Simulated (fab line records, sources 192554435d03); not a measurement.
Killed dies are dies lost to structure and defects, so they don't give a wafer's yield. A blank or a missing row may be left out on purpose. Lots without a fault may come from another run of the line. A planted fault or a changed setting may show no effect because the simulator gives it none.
Chamber matching | flow n5_finfet | N5_DUMMY_GATE_HM_OPEN_21 on rie_diel-05: 4 sister chambers
The step chemistry CH3F/O2, target SiNx, target depth 120 nm, time 171.4 s. 8 wafers are shown with their chamber, then 8 later ones without.

WAFERS WITH THEIR CHAMBER
wafer  | chamber | showerhead_plenum_p_Torr (Torr) | drypump_motor_current_A (A)
L077.1 | 0       | 1.99                            | 6.0
L080.4 | 2       | 2.04                            | 5.8
L080.5 | 1       | 1.92                            | 5.5
L081.2 | 1       | 1.92                            | 5.5
L081.3 | 0       | 1.99                            | 6.1
L085.5 | 2       | 2.03                            | 5.8
L085.6 | 3       | 2.05                            | 5.4
L089.1 | 3       | 2.05                            | 5.4

WAFERS WITHOUT THEIR CHAMBER
wafer  | showerhead_plenum_p_Torr (Torr) | drypump_motor_current_A (A)
L089.2 | 1.99                            | 6.1
L089.6 | 2.03                            | 5.8
L096.3 | 1.98                            | 6.0
L096.4 | 2.03                            | 5.8
L096.5 | 1.98                            | 6.1
L097.2 | 1.98                            | 6.1
L097.4 | 1.91                            | 5.5
L097.5 | 2.04                            | 5.4

WHICH CHAMBER EACH WENT THROUGH
wafer  | from the rows above | in truth
L089.2 | 0                   | 0
L089.6 | 2                   | 2
L096.3 | 0                   | 0
L096.4 | 2                   | 2
L096.5 | 0                   | 0
L097.2 | 0                   | 0
L097.4 | 1                   | 1
L097.5 | 3                   | 3
Placed correctly: 8 of 8. Can't be placed from these rows: 0. Placed wrongly: 0.
How it was worked out, from the rows above alone: a wafer's distance from a chamber is the root of the sum, over the readings, of the square of ((its reading less the chamber's mean) divided by the reading's scatter). The wafer belongs to the nearest chamber; if the next one is less than 2 further off, it can't be placed. A chamber's mean is the mean of its shown wafers. The scatter: the root of (the sum of the squares of (reading less its chamber's mean) over the shown wafers, divided by (wafers less chambers)).
